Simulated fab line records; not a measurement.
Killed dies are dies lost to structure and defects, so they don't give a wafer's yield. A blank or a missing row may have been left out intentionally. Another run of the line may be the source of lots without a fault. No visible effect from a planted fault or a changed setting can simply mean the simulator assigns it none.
The same fault as seen by 2 desks / flow n5_finfet / every desk sees just its own numbers, and what lay behind them comes last

== AT THE METROLOGY DESK ==
Means of the sampled wafers that have a number, per lot and without regard to the tool the lot ran on: this is what the gauges read. The brackets show how far a lot's mean lies from the usual mean; more than 4 standard deviations puts the lot out of limits, marked OUT.
Columns: A = M7_OVL at N5_BEOL_M7_OVL_MEAS_12, usual 0.1 nm
lot=L908; first seen here=day 9 04:45; A=-0.2
lot=L910; first seen here=day 10 12:31; A=-0.4
lot=L912; first seen here=day 10 16:56; A=0.4
lot=L915; first seen here=day 10 19:14; A=0.3
lot=L913; first seen here=day 10 22:58; A=-0.1
lot=L918; first seen here=day 11 14:52; A=-0.0
lot=L919; first seen here=day 12 03:11; A=0.3
lot=L920; first seen here=day 12 12:26; A=0.0
lot=L923; first seen here=day 13 09:16; A=0.0
lot=L926; first seen here=day 13 23:20; A=-0.5
lot=L930; first seen here=day 15 07:25; A=-0.6
This desk's finding: nothing out of limits on any of the 11 lots.

== AT THE TOOL OWNER'S DESK: litho_track-01 ==
The tool's own readings at N5_BEOL_M7_COAT_59 (time 60 s, resist thk 100 nm): means of the sampled wafers that have a number, for each lot that ran on this tool. The brackets show how far a lot's mean lies from the usual mean; more than 4 standard deviations puts the lot out of limits, marked OUT.
Columns: A = spin_speed_rpm at N5_BEOL_M7_COAT_59, usual 1500.2 rpm
lot=L908; first seen here=day 9 04:28; A=1499.7
lot=L910; first seen here=day 10 12:14; A=1499.9
lot=L912; first seen here=day 10 16:32; A=1500.7
lot=L915; first seen here=day 10 18:58; A=1500.8
lot=L918; first seen here=day 11 14:35; A=1583.5 (+83) OUT
lot=L919; first seen here=day 12 02:55; A=1583.7 (+83) OUT
lot=L923; first seen here=day 13 08:47; A=1584.0 (+84) OUT
Finding of this desk: L918, L919, L923 out of limits; the first was L918 at day 11 14:35, on spin_speed_rpm at N5_BEOL_M7_COAT_59. Within limits: L908, L910, L912, L915.

== TAKEN TOGETHER ==
The tool owner's desk had the chance to raise an alarm at day 11 14:35 on L918, L919, L923.
From the metrology desk's view, nothing was out of limits.
The metrology desk holds a record of L918, L919, L923, inside its limits.
N5_BEOL_M7_COAT_59 was run on litho_track-01 by each of the lots named.

== WHAT HAD BEEN PUT IN BY THE SIMULATOR ==
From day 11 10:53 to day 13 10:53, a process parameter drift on litho_track-01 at N5_BEOL_M7_COAT_59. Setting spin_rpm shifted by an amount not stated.
Shown lots that were struck: L918, L919, L923.
Delay in hours, fault start to first out-of-limits reading, by desk: the tool owner's desk at 4.
